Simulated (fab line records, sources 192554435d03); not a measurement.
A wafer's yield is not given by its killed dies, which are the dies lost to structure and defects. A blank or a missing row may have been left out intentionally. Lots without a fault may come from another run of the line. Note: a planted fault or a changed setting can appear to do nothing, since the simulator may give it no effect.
fab line records ; flow n5-finfet
record: lots: 7; wafers: 21
route steps=1938 shown MOL_CONTACT_COAG@588 BEOL_M0_SAQP@663 BEOL_M0@720 BEOL_M1@777 BEOL_M2@870 BEOL_M3@974
start-h: hours from the record's opening day to when the first of the lot's shown wafers began ; wait-h: hours elapsed since this lot's preceding step ; " same as the row above ; L1.1+2: several wafers, shown together as one row ; - no value present, or no start provided ; * or withheld: withheld ; < > ~ a bound
route shown NAME@n: NAME is a module with steps in the file, n the number in the route of the first one ; usual: average and standard deviation across the fault-free wafers ; same: alike in all rows ; chamber/n: place in a boat ; sites: readings site by site ; _std_site: standard deviation across them ; _edge_site: outer sites' mean less inner sites' ; radius-mm: for every site, how far away it sits from the centre of the wafer ; mask NAME#n: copy n ; behind: the tool/chamber that last shaped the wafer ; hold: the reason the lot was held/the length of the hold in hours/how it ended ; device: names the non-switching transistor (n, p or np) ; end of line: the same wafers' tests at the end of the route ; a step without rows: its recipe alone ; killed: the dies lost at the first sort to structure and to defects; this is not the yield of the wafer ; map: a wafer's dies, x killed, . not, _ none there
set.NAME: the run value of the setting; set.NAME@STEP: its run value at that earlier step ; model.NAME: the simulator's own value behind a step, which no gauge read
one table per step and one row per wafer, for lots whose settings were changed on purpose
== steps ==
step: N5_MOL_CONTACT_COAG_ETCH_47
recipe: chemistry: CH3F/O2; target: SiNx; target-depth-a: 270; mask-material: SiO2; stop-on: W; over-etch-frac: 0.2; ion-energy-ev: 120; endpoint: OES-CN; pressure-mtorr: 30; source-w: 395; bias-w: 73; Ar_flow_sccm: 150; CH3F_flow_sccm: 30; O2_flow_sccm: 20; ends: end-point
usual: etch-rf-on-time-s: 31.1/0.39; rf-vpp-V: 296.2/2.9
lot.wafer;tool;chamber;start-h;wait-h;set.source-w;etch-rf-on-time-s;rf-vpp-V;model.etch.t-clear-s;model.etch.over-etch-s
L076.3;rie-diel-02;0;116.65;0.0;395;31.6;292.2;26.33;5.266
L076.4;rie-diel-02;1;116.65;0.0;465.6;29.0;274.6;24.16;4.833
L076.6;rie-diel-02;2;116.65;0.0;395;31.7;293.4;26.41;5.282
L090.1;rie-diel-06;1;196.95;0.0;413.1;31.0;291.1;25.82;5.164
L090.2;rie-diel-06;2;196.95;0.0;395;31.0;300.3;25.87;5.174
L090.3;rie-diel-06;3;196.95;0.0;413.1;30.3;298.6;25.27;5.054
L091.1;rie-diel-06;3;204.10;0.0;435.3;29.4;289.7;24.51;4.902
L091.3;rie-diel-06;0;204.10;0.0;435.3;29.4;287.8;24.53;4.907
L091.6;rie-diel-06;1;204.10;0.0;395;31.3;298.3;26.05;5.21
L092.1;rie-diel-02;2;209.41;0.0;395;31.3;291.6;26.09;5.219
L092.5;rie-diel-02;2;209.41;0.0;395;30.9;291.2;25.79;5.158
L092.6;rie-diel-02;3;209.41;0.0;395;31.4;296.0;26.15;5.23
L094.2;rie-diel-02;0;218.08;0.0;348;32.5;312.2;27.12;5.423
L094.3;rie-diel-02;2;218.08;0.0;395;31.0;291.7;25.81;5.163
L094.6;rie-diel-02;3;218.08;0.0;395;31.3;296.1;26.07;5.213
L095.4;rie-diel-01;3;224.44;0.0;395;31.6;297.1;26.33;5.267
L095.5;rie-diel-01;1;224.44;0.0;395;31.8;296.0;26.54;5.308
L095.6;rie-diel-01;0;224.44;0.0;442.9;29.4;277.3;24.48;4.897
L096.1;rie-diel-02;1;231.45;0.0;395;30.5;295.8;25.4;5.081
L096.3;rie-diel-02;2;231.45;0.0;440.8;30.0;277.6;25;4.999
L096.4;rie-diel-02;0;231.45;0.0;395;31.3;292.7;26.13;5.225
step: N5_BEOL_M0_SAQP_SPACER1_ALD_98
recipe: material: SiO2; target-thk-a: 128; temp-c: 300; ald-precursor-family: BDEAS; ald-co-reactant: O2-plasma; pulse-time-s: 1; purge-time-s: 2; co-reactant-purge-time-s: 2; ald-cycles: 138; pressure-torr: 2
lot.wafer;tool;chamber;start-h;wait-h;set.temp-c;model.SiO2_of_BEOL_M0_SAQP_SPACER1_ALD_98.thk-nm
L076.3+6;ald-sin-02;0;125.30;0.8;300;12.8
L076.4;ald-sin-02;1;125.30;0.8;292.5;13.2
L090.1;ald-sin-02;0;206.48;0.3;300;12.8
L090.2;ald-sin-02;3;206.48;0.3;294.2;13
L090.3;ald-sin-02;1;206.48;0.3;294.2;13.2
L091.1+3+6;ald-sin-03;1,3,1;213.05;0.3;300;12.8
L092.1+5;ald-sin-04;3,1;219.02;1.0;300;12.8
L092.6;ald-sin-04;2;219.02;1.0;300;12.6
L094.2+3;ald-sin-04;0,2;228.31;0.3;300;12.8
L094.6;ald-sin-04;1;228.31;0.3;293.5;13.2
L095.4+6;ald-sin-04;3,1;233.37;0.1;288;13.4
L095.5;ald-sin-04;2;233.37;0.1;300;12.8
L096.1+4;ald-sin-03;0,2;240.46;0.3;290.6;13.2
L096.3;ald-sin-03;3;240.46;0.3;300;12.8
step: N5_BEOL_M0_SAQP_SPACER1_ETCHBACK_99
recipe: chemistry: CHF3/O2; mode: anisotropic-etchback; target: SiO2; target-depth-a: 154; time-s: 7.7; pressure-mtorr: 30; source-w: 650; bias-w: 170; Ar_flow_sccm: 200; CHF3_flow_sccm: 50; O2_flow_sccm: 5; ion-energy-ev: 200
step: N5_BEOL_M0_SAQP_MANDREL1_REMOVE_100
recipe: chemistry: HBr/Cl2/O2; bt-time-s: 10; target: a-Si; stop-on: SiNx; endpoint: OES-SiCl; over-etch-frac: 0.85; icp-w: 600; bias-w: 30; HBr_flow_sccm: 150; Cl2_flow_sccm: 80; O2_flow_sccm: 5; pressure-mtorr: 10
lot.wafer;tool;chamber;start-h;wait-h;set.temp-c@BEOL_M0_SAQP_SPACER1_ALD_98;model.SiO2_of_BEOL_M0_SAQP_SPACER1_ALD_98.thk-nm
L076.3+6;rie-si-05;3,0;126.13;0.1;300;7.4
L076.4;rie-si-05;1;126.13;0.1;292.5;7.8
L090.1;rie-si-06;2;207.05;0.1;300;7.4
L090.2;rie-si-06;3;207.05;0.1;294.2;7.6
L090.3;rie-si-06;1;207.05;0.1;294.2;7.8
L091.1+6;rie-si-06;3,0;213.61;0.1;300;7.6
L091.3;rie-si-06;1;213.61;0.1;300;7.4
L092.1;rie-si-01;2;219.58;0.1;300;7.4
L092.5;rie-si-01;0;219.58;0.1;300;7.6
L092.6;rie-si-01;3;219.58;0.1;300;7.2
L094.2+3;rie-si-06;2,3;228.87;0.1;300;7.4
L094.6;rie-si-06;0;228.87;0.1;293.5;7.8
L095.4+6;rie-si-05;1,2;233.93;0.1;288;8
L095.5;rie-si-05;1;233.93;0.1;300;7.4
L096.1+4;rie-si-05;2,3;241.02;0.1;290.6;7.8
L096.3;rie-si-05;1;241.02;0.1;300;7.6
step: N5_BEOL_M0_SAQP_ETCH_107
recipe: chemistry: CH3F/O2; target: SiNx; target-depth-a: 300; mask-material: SOC; pressure-mtorr: 30; source-w: 395; bias-w: 73; Ar_flow_sccm: 150; CH3F_flow_sccm: 30; O2_flow_sccm: 20; ion-energy-ev: 120
usual: rf-vpp-V: 293/5.4
lot.wafer;tool;chamber;start-h;wait-h;set.bias-w;rf-vpp-V
L076.3;rie-diel-05;0;127.41;0.0;60.57;254
L076.4;rie-diel-05;3;127.41;0.0;73;290
L076.6;rie-diel-05;0;127.41;0.0;73;296
L090.1;rie-diel-04;2;207.92;0.0;73;288
L090.2;rie-diel-04;0;207.92;0.0;76.89;314
L090.3;rie-diel-04;1;207.92;0.0;73;289
L091.1;rie-diel-04;3;214.49;0.0;73;290
L091.3;rie-diel-04;1;214.49;0.0;73;288
L091.6;rie-diel-04;3;214.49;0.0;73;287
L092.1;rie-diel-05;0;220.56;0.0;73;297
L092.5;rie-diel-05;2;220.56;0.0;73;298
L092.6;rie-diel-05;0;220.56;0.0;73;296
L094.2;rie-diel-05;0;229.74;0.0;73;297
L094.3;rie-diel-05;3;229.74;0.0;73;288
L094.6;rie-diel-05;0;229.74;0.0;73;297
L095.4;rie-diel-04;3;235.06;0.0;73;288
L095.5;rie-diel-04;2;235.06;0.0;78.5;305
L095.6;rie-diel-04;1;235.06;0.0;78.5;305
L096.1;rie-diel-05;3;241.93;0.0;65.53;263
L096.3;rie-diel-05;2;241.93;0.0;65.53;273
L096.4;rie-diel-05;2;241.93;0.0;65.53;273
step: N5_BEOL_M0_ETCH_128
recipe: chemistry: CF4/N2; target-depth-a: 120; overetch-a: 51; target: SiCN; time-s: 21.4; ion-energy-ev: 150; pressure-mtorr: 40; source-w: 430; bias-w: 70; Ar_flow_sccm: 100; cf4-flow-sccm: 60; n2-flow-sccm: 60
usual: rf-vpp-V: 382.6/2.1
lot.wafer;tool;chamber;start-h;wait-h;set.source-w;rf-vpp-V
L076.3;rie-diel-02;1;133.88;1.2;374.9;401.1
L076.4;rie-diel-02;2;133.88;1.2;430;385.8
L076.6;rie-diel-02;3;133.88;1.2;374.9;398.2
L090.1;rie-diel-02;2;212.32;0.0;430;383.8
L090.2;rie-diel-02;3;212.32;0.0;430;380.7
L090.3;rie-diel-02;1;212.32;0.0;430;384.0
L091.1;rie-diel-01;1;219.73;0.2;476.2;367.0
L091.3;rie-diel-01;3;219.73;0.2;430;380.1
L091.6;rie-diel-01;3;219.73;0.2;476.2;367.8
L092.1;rie-diel-01;3;225.43;0.1;430;382.3
L092.5;rie-diel-01;1;225.43;0.1;430;381.9
L092.6;rie-diel-01;0;225.43;0.1;430;379.3
L094.2;rie-diel-02;1;236.51;0.5;430;383.7
L094.3;rie-diel-02;3;236.51;0.5;486.4;366.0
L094.6;rie-diel-02;0;236.51;0.5;430;383.3
L095.4;rie-diel-06;0;239.27;0.0;406.8;392.7
L095.5;rie-diel-06;2;239.27;0.0;430;384.8
L095.6;rie-diel-06;1;239.27;0.0;430;379.1
L096.1;rie-diel-02;2;247.84;0.0;430;384.9
L096.3;rie-diel-02;0;247.84;0.0;430;382.5
L096.4;rie-diel-02;3;247.84;0.0;430;380.5
step: N5_BEOL_M0_ETCH_109
recipe: chemistry: CH3F/O2; target-depth-a: 80; overetch-a: 24; target: SiCN; time-s: 27.4; ion-energy-ev: 120; pressure-mtorr: 30; source-w: 395; bias-w: 75; Ar_flow_sccm: 150; CH3F_flow_sccm: 30; O2_flow_sccm: 20
usual: rf-vpp-V: 297.4/1.9
lot.wafer;tool;chamber;start-h;wait-h;set.bias-w;rf-vpp-V
L076.3;rie-diel-01;1;134.18;0.1;84.05;319.4
L076.4;rie-diel-01;3;134.18;0.1;84.05;317.8
L076.6;rie-diel-01;3;134.18;0.1;75;294.8
L090.1;rie-diel-01;1;212.57;0.0;75;296.3
L090.2;rie-diel-01;2;212.57;0.0;75;296.8
L090.3;rie-diel-01;0;212.57;0.0;75;296.3
L091.1;rie-diel-02;1;219.99;0.0;75;298.1
L091.3;rie-diel-02;0;219.99;0.0;75;297.0
L091.6;rie-diel-02;2;219.99;0.0;79.41;309.4
L092.1;rie-diel-01;3;225.68;0.0;75;295.8
L092.5;rie-diel-01;1;225.68;0.0;75;295.9
L092.6;rie-diel-01;2;225.68;0.0;75;296.0
L094.2;rie-diel-06;2;236.77;0.0;75;300.6
L094.3;rie-diel-06;3;236.77;0.0;75;299.3
L094.6;rie-diel-06;2;236.77;0.0;75;301.1
L095.4;rie-diel-01;3;239.57;0.1;71.51;286.7
L095.5;rie-diel-01;2;239.57;0.1;71.51;286.6
L095.6;rie-diel-01;1;239.57;0.1;71.51;286.1
L096.1;rie-diel-01;2;248.17;0.1;75;296.2
L096.3;rie-diel-01;1;248.17;0.1;82.14;313.7
L096.4;rie-diel-01;2;248.17;0.1;82.14;314.0
step: N5_BEOL_M1_COAT_67
recipe: resist: SOC; temp-c: 250; time-s: 60; spin-rpm: 1500; resist-thk-nm: 60
lot.wafer;tool;chamber;start-h;wait-h;set.spin-rpm;model.SOC_of_BEOL_M1_COAT_67.thk-nm
L076.3+4;litho-track-01;0;138.92;0.0;1500;60.2
L076.6;litho-track-01;0;138.92;0.0;1500;60.4
L090.1;litho-track-05;0;217.56;0.0;1500;59.6
L090.2+3;litho-track-05;0;217.56;0.0;1500;59.8
L091.1+3;litho-track-01;0;226.70;0.0;1655;57
L091.6;litho-track-01;0;226.70;0.0;1500;59.6
L092.1;litho-track-04;0;229.31;0.0;1500;59.8
L092.5;litho-track-04;0;229.31;0.0;1500;60
L092.6;litho-track-04;0;229.31;0.0;1500;60.2
L094.2;litho-track-05;0;242.65;0.0;1500;60
L094.3+6;litho-track-05;0;242.65;0.0;1620;57.6
L095.4+5+6;litho-track-04;0;245.56;0.0;1500;59.8
L096.1+3;litho-track-01;0;255.71;0.0;1410;61.8
L096.4;litho-track-01;0;255.71;0.0;1500;59.8
step: N5_BEOL_M1_COAT_22
recipe: resist: CAR-EUV; spin-rpm: 1500; resist-thk-nm: 30
lot.wafer;tool;chamber;start-h;wait-h;set.spin-rpm;model.CAR-EUV_of_BEOL_M1_COAT_22.thk-nm
L076.3+6;litho-track-01;0;-;-;1500;30
L076.4;litho-track-01;0;-;-;1419;30.8
L090.1;litho-track-05;0;-;-;1409;31
L090.2;litho-track-05;0;-;-;1409;30.8
L090.3;litho-track-05;0;-;-;1500;30
L091.1+6;litho-track-01;0;-;-;1622;28.8
L091.3;litho-track-01;0;-;-;1500;30
L092.1+5+6;litho-track-04;0;-;-;1500;29.8
L094.2+3+6;litho-track-05;0;-;-;1500;29.8
L095.4;litho-track-04;0;-;-;1500;30.2
L095.5;litho-track-04;0;-;-;1500;30
L095.6;litho-track-04;0;-;-;1451;30.6
L096.1;litho-track-01;0;-;-;1641;28.8
L096.3+4;litho-track-01;0;-;-;1500;30
step: N5_BEOL_M1_EBR_24
recipe: solvent: PGMEA; ebr-width-mm: 1.5
step: N5_BEOL_M1_SOFTBAKE_23
recipe: temp-c: 110; time-s: 60; resist: CAR-EUV
step: N5_BEOL_M1_EXPOSE_25
recipe: mask-id: V0; na: 0.33; source-shape: quasar; sigma-inner: 0.2; sigma-outer: 0.8; polarization: unpolarized; defocus-nm: 5; target-cd-nm: 24; dose-mj: 63
step: N5_BEOL_M1_PEB_26
recipe: peb-temp-c: 100; peb-time-s: 60; resist: CAR-EUV
step: N5_BEOL_M1_DEVELOP_27
recipe: develop-time-s: 30; developer: TMAH; resist: CAR-EUV; rinse-liquid: surfactant-rinse; dry: air-spin; dev-temp-c: 23
lot.wafer;tool;chamber;start-h;wait-h;set.spin-rpm@BEOL_M1_COAT_22;model.CAR-EUV_of_BEOL_M1_COAT_22.thk-nm
L076.3+6;litho-track-04;0;-;-;1500;29.4
L076.4;litho-track-04;0;-;-;1419;30.4
L090.1+2;litho-track-05;0;-;-;1409;30.4
L090.3;litho-track-05;0;-;-;1500;29.4
L091.1+6;litho-track-01;0;-;-;1622;28.4
L091.3;litho-track-01;0;-;-;1500;29.6
L092.1+6;litho-track-05;0;-;-;1500;29.2
L092.5;litho-track-05;0;-;-;1500;29.4
L094.2+3+6;litho-track-05;0;-;-;1500;29.4
L095.4+5;litho-track-01;0;-;-;1500;29.6
L095.6;litho-track-01;0;-;-;1451;30
L096.1;litho-track-05;0;-;-;1641;28.2
L096.3+4;litho-track-05;0;-;-;1500;29.6
step: N5_BEOL_M1_ALD_98
recipe: material: SiO2; target-thk-a: 25; temp-c: 100; ald-precursor-family: BDEAS; ald-co-reactant: O2-plasma; pulse-time-s: 1; co-reactant-pulse-time-s: 1; purge-time-s: 2; co-reactant-purge-time-s: 2; ald-cycles: 17; pressure-torr: 2
step: N5_BEOL_M1_ETCHBACK_99
recipe: chemistry: CHF3; target: SiO2; target-depth-a: 50; time-s: 10.4; source-w: 215; bias-w: 47; Ar_flow_sccm: 200; CHF3_flow_sccm: 12; ion-energy-ev: 100; pressure-mtorr: 30
step: N5_BEOL_M1_ETCH_70
recipe: chemistry: N2/H2; target: SOC; target-depth-a: 800; overetch-a: 160; mask-material: SiARC; temp-c: 40; time-s: 120; ion-energy-ev: 200; pressure-mtorr: 30; source-w: 840; bias-w: 150; n2-flow-sccm: 200; h2-flow-sccm: 200
lot.wafer;tool;chamber;start-h;wait-h;set.spin-rpm@BEOL_M1_COAT_67;model.etch.depth-nm
L076.3;rie-diel-04;3;144.13;0.0;1500;60.29
L076.4;rie-diel-04;2;144.13;0.0;1500;60.1
L076.6;rie-diel-04;0;144.13;0.0;1500;60.34
L090.1;rie-diel-03;2;219.68;0.0;1500;59.67
L090.2;rie-diel-03;3;219.68;0.0;1500;59.77
L090.3;rie-diel-03;1;219.68;0.0;1500;59.86
L091.1;rie-diel-03;0;237.67;0.0;1655;57.02
L091.3;rie-diel-03;1;237.67;0.0;1655;56.9
L091.6;rie-diel-03;3;237.67;0.0;1500;59.7
L092.1;rie-diel-04;1;237.91;0.0;1500;59.86
L092.5;rie-diel-04;3;237.91;0.0;1500;60.03
L092.6;rie-diel-04;2;237.91;0.0;1500;60.11
L094.2;rie-diel-03;2;243.47;0.0;1500;60.02
L094.3;rie-diel-03;3;243.47;0.0;1620;57.66
L094.6;rie-diel-03;0;243.47;0.0;1620;57.55
L095.4;rie-diel-03;0;247.74;0.0;1500;59.78
L095.5;rie-diel-03;1;247.74;0.0;1500;59.76
L095.6;rie-diel-03;3;247.74;0.0;1500;59.85
L096.1;rie-diel-03;3;260.15;0.0;1410;61.75
L096.3;rie-diel-03;2;260.15;0.0;1410;61.83
L096.4;rie-diel-03;0;260.15;0.0;1500;59.84
step: N5_BEOL_M2_COAT_22
recipe: resist: CAR-EUV; spin-rpm: 1500; resist-thk-nm: 30
lot.wafer;tool;chamber;start-h;wait-h;set.spin-rpm;model.CAR-EUV_of_BEOL_M2_COAT_22.thk-nm
L076.3+4+6;litho-track-04;0;-;-;1363;31.4
L090.1+2+3;litho-track-02;0;-;-;1500;30
L091.1;litho-track-02;0;-;-;1643;28.6
L091.3;litho-track-02;0;-;-;1643;28.8
L091.6;litho-track-02;0;-;-;1500;30
L092.1;litho-track-03;0;-;-;1500;30.2
L092.5+6;litho-track-03;0;-;-;1500;30
L094.2;litho-track-04;0;-;-;1438;30.6
L094.3+6;litho-track-04;0;-;-;1500;30
L095.4+5+6;litho-track-04;0;-;-;1500;30.2
L096.1;litho-track-04;0;-;-;1500;30
L096.3;litho-track-04;0;-;-;1547;29.6
L096.4;litho-track-04;0;-;-;1500;30.2
step: N5_BEOL_M2_TRENCH_ETCH_37
recipe: chemistry: C4F6/O2; target-depth-a: 555.55; target: SiOC; time-s: 29.2; ion-energy-ev: 250; pressure-mtorr: 30; source-w: 355; bias-w: 185; Ar_flow_sccm: 300; C4F6_flow_sccm: 10; O2_flow_sccm: 10
usual: rf-vpp-V: 664/6.7
lot.wafer;tool;chamber;start-h;wait-h;set.source-w;rf-vpp-V;model.etch.depth-nm;model.BEOL_M2.feature-depth-nm
L076.3;rie-diel-06;3;-;-;355;680;55.68;55.6
L076.4;rie-diel-06;1;-;-;355;666;54.61;54.6
L076.6;rie-diel-06;1;-;-;355;667;54.7;54.8
L090.1;rie-diel-01;2;-;-;301.3;718;52.24;52.2
L090.2;rie-diel-01;3;-;-;355;668;54.69;54.6
L090.3;rie-diel-01;1;-;-;301.3;721;50.76;50.8
L091.1;rie-diel-01;2;-;-;376.5;640;57.01;57
L091.3;rie-diel-01;1;-;-;355;664;54.41;54.4
L091.6;rie-diel-01;3;-;-;376.5;647;56.28;56.2
L092.1;rie-diel-01;1;-;-;355;663;53.88;53.8
L092.5;rie-diel-01;3;-;-;355;667;54.92;55
L092.6;rie-diel-01;2;-;-;355;659;55.04;55
L094.2;rie-diel-01;1;-;-;355;664;53.56;53.6
L094.3;rie-diel-01;3;-;-;355;666;54.62;54.6
L094.6;rie-diel-01;1;-;-;393.3;631;56.28;56.2
L095.4;rie-diel-02;2;-;-;413.4;606;58.5;58.4
L095.5;rie-diel-02;3;-;-;355;664;54.62;54.6
L095.6;rie-diel-02;0;-;-;413.4;609;58.09;58
L096.1;rie-diel-01;3;-;-;394.8;631;57.23;57.2
L096.3;rie-diel-01;1;-;-;355;664;54;54
L096.4;rie-diel-01;2;-;-;355;659;55.36;55.4
step: N5_BEOL_M2_ETCH_41
recipe: chemistry: CH3F/O2; target: SiCN; target-depth-a: 299; taper-deg: 2; time-s: 52.5; ion-energy-ev: 120; mask-material: TiN; pressure-mtorr: 30; source-w: 395; bias-w: 75; Ar_flow_sccm: 150; CH3F_flow_sccm: 30; O2_flow_sccm: 20
step: N5_BEOL_M2_STRIP_97
recipe: chemistry: N2/H2; time-s: 10; power-w: 450; temp-c: 40; pressure-mtorr: 20; rf-frequency-hz: 6e+07; bias-power-w: 7; n2-flow-sccm: 200; h2-flow-sccm: 200
step: N5_BEOL_M2_OCD_MEAS_38
usual: trench-depth-nm: 55.2/0.78
lot.wafer;tool;chamber;start-h;wait-h;set.source-w@BEOL_M2_TRENCH_ETCH_37;trench-depth-nm
L076.3;ocd-01;-;151.20;-;355;54.8
L076.4;ocd-01;-;151.20;-;355;54.6
L076.6;ocd-01;-;151.20;-;355;54.6
L090.1;ocd-02;-;238.27;-;301.3;52.2
L090.2;ocd-02;-;238.27;-;355;55.0
L090.3;ocd-02;-;238.27;-;301.3;50.5
L091.1;ocd-02;-;245.35;-;376.5;57.0
L091.3;ocd-02;-;245.35;-;355;54.5
L091.6;ocd-02;-;245.35;-;376.5;56.2
L092.1;ocd-01;-;247.74;-;355;53.9
L092.5;ocd-01;-;247.74;-;355;54.7
L092.6;ocd-01;-;247.74;-;355;55.2
L094.2;ocd-01;-;251.35;-;355;53.5
L094.3;ocd-01;-;251.35;-;355;54.8
L094.6;ocd-01;-;251.35;-;393.3;55.9
L095.4;ocd-02;-;265.26;-;413.4;58.6
L095.5;ocd-02;-;265.26;-;355;54.7
L095.6;ocd-02;-;265.26;-;413.4;57.9
L096.1;ocd-02;-;269.09;-;394.8;56.9
L096.3;ocd-02;-;269.09;-;355;54.1
L096.4;ocd-02;-;269.09;-;355;55.5
step: N5_BEOL_M3_ETCH_70
recipe: chemistry: N2/H2; target: SOC; target-depth-a: 800; overetch-a: 160; mask-material: SiARC; temp-c: 40; time-s: 120; ion-energy-ev: 200; pressure-mtorr: 30; source-w: 840; bias-w: 150; n2-flow-sccm: 200; h2-flow-sccm: 200
usual: rf-vpp-V: 523.4/2.8
lot.wafer;tool;chamber;start-h;wait-h;set.bias-w;rf-vpp-V;model.SiARC_of_BEOL_M3_COAT_68.thk-nm
L076.3;rie-diel-03;3;160.65;0.0;135.7;489.7;7.2
L076.4;rie-diel-03;2;160.65;0.0;135.7;493.2;7.2
L076.6;rie-diel-03;1;160.65;0.0;150;527.3;6.4
L090.1;rie-diel-05;0;247.43;0.0;150;525.1;6.4
L090.2;rie-diel-05;1;247.43;0.0;140.1;505.2;7
L090.3;rie-diel-05;3;247.43;0.0;140.1;500.6;6.8
L091.1;rie-diel-05;3;254.05;0.0;150;523.3;6.4
L091.3;rie-diel-05;1;254.05;0.0;150;527.6;6.6
L091.6;rie-diel-05;0;254.05;0.0;150;525.0;6.4
L092.1;rie-diel-05;1;260.15;0.0;150;529.0;6.6
L092.5;rie-diel-05;3;260.15;0.0;150;522.7;6.4
L092.6;rie-diel-05;0;260.15;0.0;150;524.2;6.4
L094.2;rie-diel-05;0;265.37;0.0;137.7;496.8;7
L094.3;rie-diel-05;1;265.37;0.0;150;529.4;6.6
L094.6;rie-diel-05;0;265.37;0.0;137.7;499.3;7
L095.4;rie-diel-05;2;272.43;0.0;125.9;469.7;7.4
L095.5;rie-diel-05;3;272.43;0.0;125.9;468.4;7.6
L095.6;rie-diel-05;2;272.43;0.0;150;525.8;6.2
L096.1;rie-diel-04;3;275.66;0.0;150;519.4;6.6
L096.3;rie-diel-04;2;275.66;0.0;150;522.1;6.4
L096.4;rie-diel-04;0;275.66;0.0;150;518.7;6.2
step: N5_BEOL_M3_TRENCH_ETCH_37
recipe: chemistry: C4F6/O2; target-depth-a: 555.55; target: SiOC; time-s: 29.2; ion-energy-ev: 250; pressure-mtorr: 30; source-w: 355; bias-w: 185; Ar_flow_sccm: 300; C4F6_flow_sccm: 10; O2_flow_sccm: 10
usual: rf-vpp-V: 657/12
lot.wafer;tool;chamber;start-h;wait-h;set.bias-w;rf-vpp-V
L076.3;rie-diel-03;3;-;-;196.6;683
L076.4;rie-diel-03;2;-;-;196.6;700
L076.6;rie-diel-03;1;-;-;185;669
L090.1;rie-diel-05;0;-;-;185;663
L090.2;rie-diel-05;1;-;-;185;670
L090.3;rie-diel-05;3;-;-;185;645
L091.1;rie-diel-05;3;-;-;185;643
L091.3;rie-diel-05;1;-;-;185;671
L091.6;rie-diel-05;0;-;-;185;665
L092.1;rie-diel-05;1;-;-;185;672
L092.5;rie-diel-05;3;-;-;185;646
L092.6;rie-diel-05;0;-;-;185;665
L094.2;rie-diel-05;0;-;-;185;665
L094.3;rie-diel-05;1;-;-;185;671
L094.6;rie-diel-05;0;-;-;185;664
L095.4;rie-diel-05;2;-;-;152.1;568
L095.5;rie-diel-05;3;-;-;152.1;551
L095.6;rie-diel-05;2;-;-;185;665
L096.1;rie-diel-04;3;-;-;185;643
L096.3;rie-diel-04;2;-;-;185;641
L096.4;rie-diel-04;0;-;-;167.9;626
== key ==
split: step: N5_MOL_CONTACT_COAG_ETCH_47; setting: source-w; stated: 395; by: wafer
response: step: N5_MOL_CONTACT_COAG_ETCH_47; reading: etch-rf-on-time-s; change: *; per: 1%; r: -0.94
response: step: N5_MOL_CONTACT_COAG_ETCH_47; reading: rf-vpp-V; change: -1.26; per: 1%; r: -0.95
response: step: N5_MOL_CONTACT_COAG_ETCH_47; reading: model.etch.t-clear-s; change: -0.119; per: 1%; r: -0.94
response: step: N5_MOL_CONTACT_COAG_ETCH_47; reading: model.etch.over-etch-s; change: -0.0238; per: 1%; r: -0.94
split: step: N5_BEOL_M0_SAQP_SPACER1_ALD_98; setting: temp-c; stated: 300; by: wafer
response: step: N5_BEOL_M0_SAQP_SPACER1_ALD_98; reading: model.SiO2_of_BEOL_M0_SAQP_SPACER1_ALD_98.thk-nm; change: -0.151; per: 1%; r: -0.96
response: step: N5_BEOL_M0_SAQP_MANDREL1_REMOVE_100; reading: model.SiO2_of_BEOL_M0_SAQP_SPACER1_ALD_98.thk-nm; change: -0.135; per: 1%; r: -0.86
split: step: N5_BEOL_M0_SAQP_ETCH_107; setting: bias-w; stated: 73; by: wafer
response: step: N5_BEOL_M0_SAQP_ETCH_107; reading: rf-vpp-V; change: +2.49; per: 1%; r: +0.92
split: step: N5_BEOL_M0_ETCH_128; setting: source-w; stated: 430; by: wafer
response: step: N5_BEOL_M0_ETCH_128; reading: rf-vpp-V; change: -1.25; per: 1%; r: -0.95
split: step: N5_BEOL_M0_ETCH_109; setting: bias-w; stated: 75; by: wafer
response: step: N5_BEOL_M0_ETCH_109; reading: rf-vpp-V; change: +1.94; per: 1%; r: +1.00
split: step: N5_BEOL_M1_COAT_67; setting: spin-rpm; stated: 1500; by: wafer
response: step: N5_BEOL_M1_COAT_67; reading: model.SOC_of_BEOL_M1_COAT_67.thk-nm; change: -0.281; per: 1%; r: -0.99
response: step: N5_BEOL_M1_ETCH_70; reading: model.etch.depth-nm; change: -0.286; per: 1%; r: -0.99
split: step: N5_BEOL_M1_COAT_22; setting: spin-rpm; stated: 1500; by: wafer
response: step: N5_BEOL_M1_COAT_22; reading: model.CAR-EUV_of_BEOL_M1_COAT_22.thk-nm; change: -0.14; per: 1%; r: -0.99
response: step: N5_BEOL_M1_DEVELOP_27; reading: model.CAR-EUV_of_BEOL_M1_COAT_22.thk-nm; change: -0.154; per: 1%; r: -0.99
split: step: N5_BEOL_M2_COAT_22; setting: spin-rpm; stated: 1500; by: wafer
response: step: N5_BEOL_M2_COAT_22; reading: model.CAR-EUV_of_BEOL_M2_COAT_22.thk-nm; change: -0.14; per: 1%; r: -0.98
split: step: N5_BEOL_M2_TRENCH_ETCH_37; setting: source-w; stated: 355; by: wafer
response: step: N5_BEOL_M2_TRENCH_ETCH_37; reading: rf-vpp-V; change: -3.27; per: 1%; r: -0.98
response: step: N5_BEOL_M2_TRENCH_ETCH_37; reading: model.etch.depth-nm; change: +0.224; per: 1%; r: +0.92
response: step: N5_BEOL_M2_TRENCH_ETCH_37; reading: model.BEOL_M2.feature-depth-nm; change: +0.219; per: 1%; r: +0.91
response: step: N5_BEOL_M2_OCD_MEAS_38; reading: trench-depth-nm; change: +0.216; per: 1%; r: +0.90
split: step: N5_BEOL_M3_ETCH_70; setting: bias-w; stated: 150; by: wafer
response: step: N5_BEOL_M3_ETCH_70; reading: rf-vpp-V; change: +3.6; per: 1%; r: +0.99
response: step: N5_BEOL_M3_ETCH_70; reading: model.SiARC_of_BEOL_M3_COAT_68.thk-nm; change: -0.0763; per: 1%; r: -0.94
split: step: N5_BEOL_M3_TRENCH_ETCH_37; setting: bias-w; stated: 185; by: wafer
response: step: N5_BEOL_M3_TRENCH_ETCH_37; reading: rf-vpp-V; change: +4.9; per: 1%; r: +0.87
